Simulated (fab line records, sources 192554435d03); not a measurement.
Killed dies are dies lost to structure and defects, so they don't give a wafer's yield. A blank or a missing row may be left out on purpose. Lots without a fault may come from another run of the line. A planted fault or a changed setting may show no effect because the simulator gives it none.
fab line records | flow n5_finfet | part 1 of 2: steps 1 to 24 of 33
record lots=5 wafers=15 last_day=17
route steps=1938 shown BEOL_M9@1455 BEOL_M10@1470
lots that met no fault: from a run of the same line without faults
start_h: hours from the record's first day to the start of the lot's first wafer shown | wait_h: hours since the lot's step before | " the same as in the row above | L1.1+2: a row that stands for several wafers | - no value, or no start given | * or withheld: withheld | < > ~ a bound
route shown NAME@n: a module of which the file shows steps, and the number in the route of the first | usual: mean/standard deviation of fault-free wafers | same: alike in all rows | chamber/n: place in a boat | sites: the reading at each site | _std_site: their standard deviation | _edge_site: outer sites' mean less inner sites' | radius_mm: how far each site lies from the wafer's centre | mask NAME#n: copy n | behind: the tool/chamber that last shaped the wafer | hold: why the lot was held/for how many hours/how that ended | device: the transistor (n, p or np) that didn't switch | end of line: the same wafers' tests at the end of the route | a step without rows: its recipe alone | killed: dies lost to structure and defects at the first sort, not the wafer's yield | map: a wafer's dies, x killed, . not, _ none there
set.NAME: the setting as run; set.NAME@STEP: as run at that earlier step | model.NAME: the simulator's own value behind a step, which no gauge read
lots at some steps of the route; a table a step, a row a wafer
services: from which hour (start_h, from the record's first day; less than 0 if before it) a tool's chamber was out of use, for how many hours, and why
## steps
# step N5_BEOL_M9_CURE_72
# recipe temp_c=370 time_s=120 ambient=DMADMS/He material=SiCOH_lowk
# usual lamp_power_pct=52.30/0.048 wafer_temp_C_max=372.0/0.62
# columns lot.wafer tool chamber start_h wait_h lamp_power_pct wafer_temp_C_max
L075.1 uv_cure-01 2 226.96 0.0 52.34 371.8
L075.5 " 2 " " 52.38 372.4
L075.6 " 2 " " 52.29 372.0
L077.4 uv_cure-01 1 234.65 1.4 52.31 372.7
L077.5 " 1 " " 52.33 371.3
L077.6 " 1 " " 52.23 371.6
L088.2 uv_cure-02 2 296.81 0.5 52.29 371.4
L088.3 " 2 " " 52.35 371.0
L088.6 " 2 " " 52.32 371.6
L089.3 uv_cure-01 1 309.20 0.2 52.31 371.5
L089.4 " 1 " " 52.42 371.8
L089.5 " 1 " " 52.26 371.7
L097.2 uv_cure-02 1 354.14 0.1 52.31 371.6
L097.3 " 1 " " 52.25 372.2
L097.5 " 1 " " 52.33 371.9
# step N5_BEOL_M9_DEGAS_44
# recipe ambient=vacuum temp_c=250 time_s=60
# usual heater_power_w=322/43
# columns lot.wafer tool chamber start_h wait_h heater_power_w
L075.1 pvd_sputter-03 - 227.36 0.3 272
L075.5 " - " " 277
L075.6 " - " " 387
L077.4 pvd_sputter-03 - 235.83 1.0 339
L077.5 " - " " 279
L077.6 " - " " 345
L088.2 pvd_sputter-01 - 297.14 0.3 314
L088.3 " - " " 322
L088.6 " - " " 328
L089.3 pvd_sputter-03 - 309.63 0.3 339
L089.4 " - " " 388
L089.5 " - " " 388
L097.2 pvd_sputter-03 - 354.59 0.4 392
L097.3 " - " " 275
L097.5 " - " " 346
# step N5_BEOL_M9_PRE_CLEAN_45
# recipe gas=H2/He time_s=30 temp_c=250
# usual heater_power_w=322/41
# columns lot.wafer tool chamber start_h wait_h heater_power_w
L075.1 pvd_sputter-03 - 227.40 0.0 284
L075.5 " - " " 282
L075.6 " - " " 376
L077.4 pvd_sputter-03 - 235.87 0.0 349
L077.5 " - " " 280
L077.6 " - " " 342
L088.2 pvd_sputter-01 - 297.18 0.0 319
L088.3 " - " " 316
L088.6 " - " " 321
L089.3 pvd_sputter-03 - 309.67 0.0 341
L089.4 " - " " 387
L089.5 " - " " 382
L097.2 pvd_sputter-03 - 354.63 0.0 383
L097.3 " - " " 278
L097.5 " - " " 351
# step N5_BEOL_M9_ALD_74
# recipe material=TaN target_thk_a=20 temp_c=275 ald_precursor_family=PDMAT ald_co_reactant=NH3 pressure_torr=3 carrier_flow_sccm=1500 pulse_time_s=2 purge_time_s=3 co_reactant_purge_time_s=2 co_reactant_pulse_time_s=3 ald_cycles=40 precursor_vessel_temp_c=75 precursor_vessel_pressure_torr=26.25 precursor_vessel_carrier_sccm=1000
# usual chamber_pressure_Torr=3.001/0.0067 heater_power_w=421/41
# same co_reactant_purge_time_s=2
# columns lot.wafer tool chamber start_h wait_h chamber_pressure_Torr heater_power_w
L075.1 ald_metal-01 2 227.46 0.0 3.009 419
L075.5 " 1 " " 2.998 420
L075.6 " 2 " " 3.001 420
L077.4 ald_metal-01 2 235.93 0.0 2.993 419
L077.5 " 1 " " 3.008 422
L077.6 " 2 " " 3.007 424
L088.2 ald_metal-02 3 297.24 0.0 3.006 411
L088.3 " 2 " " 2.996 433
L088.6 " 3 " " 3.002 418
L089.3 ald_metal-01 1 309.74 0.0 3.002 414
L089.4 " 3 " " 3.009 378
L089.5 " 3 " " 3.003 391
L097.2 ald_metal-04 1 354.69 0.0 3.000 431
L097.3 " 3 " " 3.005 392
L097.5 " 3 " " 3.007 380
# step N5_BEOL_M9_SURFACE_TREAT_79
# recipe gas=Ar time_s=* ion_energy_ev=* ion_current_ma_cm2=0.5 pressure_mtorr=* ar_flow_sccm=30
# usual throttle_valve_pct=*
# columns lot.wafer tool chamber start_h wait_h throttle_valve_pct
L075.1 pvd_sputter-03 - 227.76 0.2 *
L075.5 " - " " *
L075.6 " - " " *
L077.4 pvd_sputter-02 - 236.22 0.2 *
L077.5 " - " " *
L077.6 " - " " *
L088.2 pvd_sputter-01 - 297.84 0.5 *
L088.3 " - " " *
L088.6 " - " " *
L089.3 pvd_sputter-02 - 310.10 0.2 *
L089.4 " - " " *
L089.5 " - " " *
L097.2 pvd_sputter-02 - 355.11 0.3 *
L097.3 " - " " *
L097.5 " - " " *
# step N5_BEOL_M9_CVD_78
# recipe material=Co target_thk_a=20 temp_c=withheld precursor=CCTBA/H2 pressure_torr=30 time_s=138.9
# usual chamber_pressure_Torr=30.00/0.068
# columns lot.wafer tool chamber start_h wait_h chamber_pressure_Torr
L075.1 cvd_co-02 1 227.82 0.0 29.92
L075.5 " 2 " " 29.89
L075.6 " 0 " " 29.93
L077.4 cvd_co-02 2 236.33 0.1 29.95
L077.5 " 0 " " 29.94
L077.6 " 1 " " 29.92
L088.2 cvd_co-02 1 298.06 0.2 30.02
L088.3 " 0 " " 29.97
L088.6 " 1 " " 30.02
L089.3 cvd_co-01 0 310.21 0.1 30.09
L089.4 " 0 " " 30.01
L089.5 " 2 " " 30.02
L097.2 cvd_co-02 0 355.48 0.4 29.97
L097.3 " 1 " " 30.00
L097.5 " 0 " " 29.82
# step N5_BEOL_M9_SPUTTER_48
# recipe material=Cu target_thk_a=120 temp_c=-20 bias_v=60 power_w=26000 chamber_pressure_pa=0.13 time_s=2
# usual chuck_sensor_temp_C=-16.1/0.44 substrate_temp_c=-19.99/0.1 throttle_valve_pct=30.1/0.63
# columns lot.wafer tool chamber start_h wait_h chuck_sensor_temp_C substrate_temp_c throttle_valve_pct
L075.1 pvd_sputter-03 - 228.16 0.3 -15.9 -20.32 28.7
L075.5 " - " " -16.8 -19.97 30.8
L075.6 " - " " -15.1 -19.94 30.6
L077.4 pvd_sputter-01 - 236.42 0.1 -16.4 -19.92 29.4
L077.5 " - " " -16.2 -20.09 29.6
L077.6 " - " " -15.7 -19.85 30.5
L088.2 pvd_sputter-01 - 298.32 0.2 -15.5 -19.89 30.4
L088.3 " - " " -16.3 -19.90 30.7
L088.6 " - " " -15.6 -19.95 30.7
L089.3 pvd_sputter-02 - 310.47 0.2 -16.1 -20.10 30.7
L089.4 " - " " -15.4 -19.99 30.2
L089.5 " - " " -16.3 -20.07 30.9
L097.2 pvd_sputter-02 - 355.75 0.2 -16.7 -20.09 30.0
L097.3 " - " " -15.4 -19.88 30.2
L097.5 " - " " -16.4 -19.92 29.2
# step N5_BEOL_M9_ECD_50
# recipe material=Cu target_thk_a=3180
# columns lot.wafer tool chamber start_h wait_h
L075.1+5+6 ecd_cu-01 0,1,0 228.32 0.1
L077.4+5+6 ecd_cu-01 0,1,0 236.57 0.1
L088.2+3+6 ecd_cu-01 1,1,0 298.44 0.1
L089.3+4+5 ecd_cu-01 1,0,0 310.62 0.1
L097.2+3+5 ecd_cu-01 0,1,0 355.87 0.1
# step N5_BEOL_M9_ANNEAL_51
# recipe temp_c=225 time_s=90 ambient=N2
# usual wafer_temp_C_max=226.08/0.26
# columns lot.wafer tool chamber start_h wait_h wafer_temp_C_max
L075.1 rtp_anneal-02 0 228.61 0.3 226.08
L075.5 " 0 " " 226.25
L075.6 " 0 " " 226.48
L077.4 rtp_anneal-02 0 236.79 0.2 226.23
L077.5 " 0 " " 226.45
L077.6 " 0 " " 226.06
L088.2 rtp_anneal-01 0 298.89 0.4 225.92
L088.3 " 0 " " 225.70
L088.6 " 0 " " 226.81
L089.3 rtp_anneal-01 0 312.57 1.9 225.85
L089.4 " 0 " " 226.31
L089.5 " 0 " " 226.16
L097.2 rtp_anneal-01 0 356.18 0.3 226.00
L097.3 " 0 " " 225.87
L097.5 " 0 " " 225.85
# step N5_BEOL_M9_CMP_52
# recipe stop_on=SiCOH_lowk t_overpolish_s=7 down_force_psi=1 platen_rpm=50 clearing_platen_down_force_psi=1.5 clearing_platen_rpm=50 post_cmp_clean=cu_alkaline target_thk_nm=140 clearing_platen_pad_velocity_m_s=0.99484 pad_velocity_m_s=0.99484
# usual barrier_field_endpoint_s=29.1/0.93 motor_current_A=6.0/0.64 overpolish_run_s=6.999/0.0084 pad_life_wafers=920/520 platen_rpm=50.00/0.033 time_to_endpoint_s=67/3.9
# columns lot.wafer tool chamber start_h wait_h barrier_field_endpoint_s motor_current_A overpolish_run_s pad_life_wafers platen_rpm time_to_endpoint_s
L075.1 cmp-01 3 228.95 0.3 29.8 5.8 6.981 1273 50.02 70
L075.6 " 2 " " 29.7 6.6 7.007 - 49.98 67
L075.5 " 3 " " 30.2 6.0 6.999 - 50.00 73
L077.4 cmp-01 1 236.95 0.1 29.7 5.8 6.996 1332 50.03 67
L077.5 " 1 " " 30.6 6.0 6.997 - 50.00 72
L077.6 " 2 " " 28.4 6.0 6.999 - 50.03 63
L088.3 cmp-04 0 299.20 0.2 28.9 5.6 6.999 559 49.96 66
L088.2 " 1 " " 27.2 5.9 6.992 560 49.98 60
L088.6 " 0 " " 29.2 5.5 6.999 - 49.96 67
L089.3 cmp-01 3 312.78 0.2 30.5 5.7 6.995 1890 49.96 74
L089.4 " 0 " " 30.0 5.4 7.006 1891 50.01 71
L089.5 " 0 " " 30.0 5.4 6.979 - 49.99 68
L097.3 cmp-04 0 356.51 0.2 28.8 5.6 6.992 1040 50.02 64
L097.2 " 1 " " 27.7 5.7 7.009 1041 49.95 57
L097.5 " 2 " " 29.1 5.9 6.998 - 50.01 65
# step N5_BEOL_M9_THK_MEAS_53
# recipe thk_meas_gauge=xrf reads=Cu_of_BEOL_M9_ECD_50
# usual M9_THK=139/3.5
# columns lot.wafer tool chamber start_h wait_h M9_THK[nm]
L075.1 film_metro-01 - 229.20 - 139
L075.5 " - " " 139
L075.6 " - " " 137
L077.4 film_metro-01 - 237.25 - 138
L077.5 " - " " 138
L077.6 " - " " 138
L088.2 film_metro-02 - 299.46 - 139
L088.3 " - " " 141
L088.6 " - " " 142
L089.3 film_metro-01 - 313.08 - 141
L089.4 " - " " 136
L089.5 " - " " 133
L097.2 film_metro-01 - 356.73 - 134
L097.3 " - " " 138
L097.5 " - " " 133
# step N5_BEOL_M9_PRE_CLEAN_55
# recipe gas=NH3 time_s=15 temp_c=withheld rf_power_w=300
# columns lot.wafer tool chamber start_h wait_h
L075.1+5+6 pecvd-02 0,1,0 229.24 0.0
L077.4+5+6 pecvd-04 2,0,2 237.29 0.0
L088.2+3+6 pecvd-04 0,1,1 299.49 0.0
L089.3+4+5 pecvd-02 2,0,2 313.11 0.0
L097.2+3+5 pecvd-02 2,0,2 356.77 0.0
# step N5_BEOL_M9_DEP_56
# recipe material=SiCN target_thk_a=150 temp_c=withheld precursor=3MS/NH3 pressure_torr=3 rf_w=202 time_s=26.5
# usual chamber_pressure_Torr=3.000/0.0074 showerhead_plenum_p_Torr=3.667/0.015 showerhead_vpp_V=902/35 throttle_valve_pct=9.2/0.4
# columns lot.wafer tool chamber start_h wait_h chamber_pressure_Torr showerhead_plenum_p_Torr showerhead_vpp_V throttle_valve_pct
L075.1 pecvd-02 0 229.28 0.0 3.000 3.684 902 8.8
L075.5 " 1 " " 2.995 3.658 878 9.6
L075.6 " 0 " " 3.001 3.685 912 8.6
L077.4 pecvd-04 2 237.34 0.0 3.002 3.657 962 9.2
L077.5 " 0 " " 3.003 3.647 866 9.3
L077.6 " 2 " " 3.003 3.665 953 9.3
L088.2 pecvd-04 0 299.53 0.0 2.995 3.652 859 9.4
L088.3 " 1 " " 2.996 3.687 893 8.7
L088.6 " 1 " " 2.990 3.689 905 9.2
L089.3 pecvd-02 2 313.14 0.0 3.002 3.685 876 8.8
L089.4 " 0 " " 2.994 3.684 910 8.8
L089.5 " 2 " " 2.990 3.672 873 8.7
L097.2 pecvd-02 2 356.79 0.0 3.007 3.684 875 8.4
L097.3 " 0 " " 3.000 3.686 918 9.1
L097.5 " 2 " " 3.009 3.687 870 8.5
# step N5_BEOL_M9_RS_MEAS_57
# recipe thk_meas_gauge=four-point-probe reads=Cu_of_BEOL_M9_ECD_50+Co_of_BEOL_M9_CVD_78+TaN_of_BEOL_M9_ALD_74
# usual M9_RS=0.151/0.0039
# columns lot.wafer tool chamber start_h wait_h M9_RS[ohm/sq]
L075.1 film_metro-01 - 229.37 0.1 0.148
L075.5 " - " " 0.148
L075.6 " - " " 0.151
L077.4 film_metro-02 - 237.41 0.1 0.151
L077.5 " - " " 0.151
L077.6 " - " " 0.152
L088.2 film_metro-01 - 299.62 0.1 0.152
L088.3 " - " " 0.151
L088.6 " - " " 0.149
L089.3 film_metro-01 - 313.21 0.1 0.147
L089.4 " - " " 0.154
L089.5 " - " " 0.158
L097.2 film_metro-02 - 356.86 0.1 0.155
L097.3 " - " " 0.151
L097.5 " - " " 0.155
# step N5_BEOL_M9_INSPECT_58
# recipe inspect_instrument=darkfield mode=post_dep
# usual raw_defect_count=77/27
# columns lot.wafer tool chamber start_h wait_h raw_defect_count
L075.1 defect_inspect-02 - 229.40 0.0 51
L075.5 " - " " 27
L075.6 " - " " 52
L077.4 defect_inspect-02 - 237.44 0.0 95
L077.5 " - " " 68
L077.6 " - " " 44
L088.2 defect_inspect-01 - 299.65 0.0 57
L088.3 " - " " 62
L088.6 " - " " 68
L089.3 defect_inspect-01 - 313.24 0.0 148
L089.4 " - " " 142
L089.5 " - " " 73
L097.2 defect_inspect-01 - 356.89 0.0 54
L097.3 " - " " 28
L097.5 " - " " 49
# step N5_BEOL_M10_ILD_DEP_00
# recipe material=SiCOH_lowk target_thk_a=3085.1 temp_c=300 precursor=DEMS/porogen pressure_torr=5 rf_w=500 time_s=58
# usual chamber_pressure_Torr=4.999/0.011 heater_power_w=307/42 showerhead_plenum_p_Torr=5.740/0.016 showerhead_vpp_V=1389/50 throttle_valve_pct=13.9/0.57
# columns lot.wafer tool chamber start_h wait_h chamber_pressure_Torr heater_power_w showerhead_plenum_p_Torr showerhead_vpp_V throttle_valve_pct
L075.1 pecvd-04 1 229.44 0.0 4.990 240 5.745 1388 13.9
L075.5 " 2 " " 5.000 249 5.734 1513 14.6
L075.6 " 0 " " 4.999 249 5.725 1339 14.2
L077.4 pecvd-04 0 237.50 0.1 4.992 254 5.728 1370 14.6
L077.5 " 2 " " 4.996 239 5.710 1496 14.3
L077.6 " 0 " " 4.986 270 5.735 1356 14.2
L088.2 pecvd-02 2 299.69 0.0 4.998 378 5.756 1376 13.3
L088.3 " 2 " " 5.003 386 5.751 1414 13.1
L088.6 " 2 " " 5.006 387 5.756 1412 12.9
L089.3 pecvd-01 1 313.28 0.0 4.982 365 5.731 1376 13.5
L089.4 " 0 " " 4.969 281 5.735 1304 14.6
L089.5 " 1 " " 4.966 364 5.737 1401 13.4
L097.2 pecvd-01 2 356.93 0.0 4.998 303 5.747 1379 14.0
L097.3 " 1 " " 5.001 357 5.725 1367 13.5
L097.5 " 1 " " 5.011 359 5.739 1380 13.5
# step N5_BEOL_M10_CURE_71
# recipe temp_c=385 time_s=240 ambient=He/Ar material=SiCOH_lowk
# usual lamp_power_pct=52.31/0.054 wafer_temp_C_max=387.0/0.62
# columns lot.wafer tool chamber start_h wait_h lamp_power_pct wafer_temp_C_max
L075.1 uv_cure-01 2 229.51 0.0 52.36 386.8
L075.5 " 2 " " 52.29 387.6
L075.6 " 2 " " 52.37 387.0
L077.4 uv_cure-01 0 238.18 0.6 52.23 387.7
L077.5 " 0 " " 52.23 387.2
L077.6 " 0 " " 52.20 387.4
L088.2 uv_cure-02 1 300.33 0.6 52.34 386.2
L088.3 " 1 " " 52.39 386.5
L088.6 " 1 " " 52.32 386.3
L089.3 uv_cure-02 1 313.63 0.3 52.32 386.1
L089.4 " 1 " " 52.29 386.7
L089.5 " 1 " " 52.35 386.9
L097.2 uv_cure-01 1 357.08 0.1 52.31 387.6
L097.3 " 1 " " 52.28 387.5
L097.5 " 1 " " 52.29 387.1
# step N5_BEOL_M10_THK_MEAS_01
# recipe reads=SiCOH_lowk_of_BEOL_M10_ILD_DEP_00
# usual M10_ILD_THK=267/3.6
# columns lot.wafer tool chamber start_h wait_h M10_ILD_THK[nm]
L075.1 film_metro-02 - 230.51 0.8 261
L075.5 " - " " 270
L075.6 " - " " 268
L077.4 film_metro-02 - 238.70 0.4 269
L077.5 " - " " 270
L077.6 " - " " 268
L088.2 film_metro-02 - 300.77 0.4 262
L088.3 " - " " 265
L088.6 " - " " 262
L089.3 film_metro-01 - 313.99 0.3 267
L089.4 " - " " 275
L089.5 " - " " 268
L097.2 film_metro-02 - 357.52 0.4 265
L097.3 " - " " 266
L097.5 " - " " 269
# step N5_BEOL_M10_PECVD_70
# recipe material=SiO2 target_thk_a=200 temp_c=400 precursor=TEOS/O2 pressure_torr=5.5 rf_w=450 teos_flow_sccm=53.8 gas=O2 flow_sccm=3000 time_s=22.7
# usual chamber_pressure_Torr=5.500/0.013 heater_power_w=703/82 showerhead_plenum_p_Torr=8.78/0.065 showerhead_vpp_V=1322/52 throttle_valve_pct=22.5/0.94
# columns lot.wafer tool chamber start_h wait_h chamber_pressure_Torr heater_power_w showerhead_plenum_p_Torr showerhead_vpp_V throttle_valve_pct
L075.1 pecvd-01 2 230.54 0.0 5.497 616 8.81 1305 22.3
L075.5 " 2 " " 5.501 603 8.82 1275 22.1
L075.6 " 1 " " 5.494 717 8.76 1313 21.8
L077.4 pecvd-04 2 238.75 0.1 5.517 627 8.73 1435 23.1
L077.5 " 2 " " 5.490 629 8.69 1420 23.2
L077.6 " 0 " " 5.492 656 8.72 1246 23.0
L088.2 pecvd-02 0 300.80 0.0 5.516 773 8.86 1380 21.7
L088.3 " 1 " " 5.494 680 8.74 1338 23.8
L088.6 " 0 " " 5.525 758 8.87 1360 21.5
L089.3 pecvd-02 1 314.02 0.0 5.499 736 8.76 1296 23.7
L089.4 " 1 " " 5.508 712 8.75 1317 23.8
L089.5 " 0 " " 5.481 679 8.87 1347 21.6
L097.2 pecvd-02 1 357.55 0.0 5.520 729 8.74 1339 23.9
L097.3 " 0 " " 5.530 701 8.88 1378 21.6
L097.5 " 2 " " 5.513 837 8.86 1305 21.0
# step N5_BEOL_M10_HM_DEP_02
# recipe material=TiN target_thk_a=200 temp_c=25 chamber_pressure_pa=0.49996
# usual substrate_temp_c=24.98/0.11 throttle_valve_pct=30.0/0.66
# columns lot.wafer tool chamber start_h wait_h substrate_temp_c throttle_valve_pct
L075.1 pvd_sputter-02 - 231.30 0.7 24.95 30.2
L075.5 " - " " 25.04 30.1
L075.6 " - " " 24.80 29.1
L077.4 pvd_sputter-03 - 239.19 0.4 24.87 29.9
L077.5 " - " " 25.02 30.0
L077.6 " - " " 25.07 28.5
L088.2 pvd_sputter-03 - 302.50 1.7 25.11 28.3
L088.3 " - " " 25.00 31.1
L088.6 " - " " 25.02 28.5
L089.3 pvd_sputter-01 - 315.72 1.7 25.18 30.6
L089.4 " - " " 24.86 30.5
L089.5 " - " " 25.01 30.5
L097.2 pvd_sputter-02 - 358.15 0.6 24.90 30.2
L097.3 " - " " 24.88 30.1
L097.5 " - " " 25.00 30.2
# step N5_BEOL_M10_COAT_59
# recipe resist=SOC temp_c=250 time_s=60 spin_rpm=1500 resist_thk_nm=100
# columns lot.wafer tool chamber start_h wait_h
L075.1+5+6 litho_track-01 0 231.43 0.1
L077.4+5+6 litho_track-05 0 239.31 0.1
L088.2+3+6 litho_track-04 0 302.63 0.1
L089.3+4+5 litho_track-04 0 315.84 0.1
L097.2+3+5 litho_track-01 0 358.28 0.1
# step N5_BEOL_M10_COAT_60
# recipe resist=SiARC temp_c=220 time_s=60 spin_rpm=1500 resist_thk_nm=30
# columns lot.wafer tool chamber start_h wait_h
L075.1+5+6 litho_track-01 0 - -
L077.4+5+6 litho_track-05 0 - -
L088.2+3+6 litho_track-04 0 - -
L089.3+4+5 litho_track-04 0 - -
L097.2+3+5 litho_track-01 0 - -
# step N5_BEOL_M10_COAT_05
# recipe resist=CAR-ArF spin_rpm=1500 resist_thk_nm=90
# columns lot.wafer tool chamber start_h wait_h
L075.1+5+6 litho_track-01 0 - -
L077.4+5+6 litho_track-05 0 - -
L088.2+3+6 litho_track-04 0 - -
L089.3+4+5 litho_track-04 0 - -
L097.2+3+5 litho_track-01 0 - -
# step N5_BEOL_M10_EBR_07
# recipe solvent=PGMEA ebr_width_mm=1.5
# columns lot.wafer tool chamber start_h wait_h
L075.1+5+6 litho_track-01 0 - -
L077.4+5+6 litho_track-05 0 - -
L088.2+3+6 litho_track-04 0 - -
L089.3+4+5 litho_track-04 0 - -
L097.2+3+5 litho_track-01 0 - -
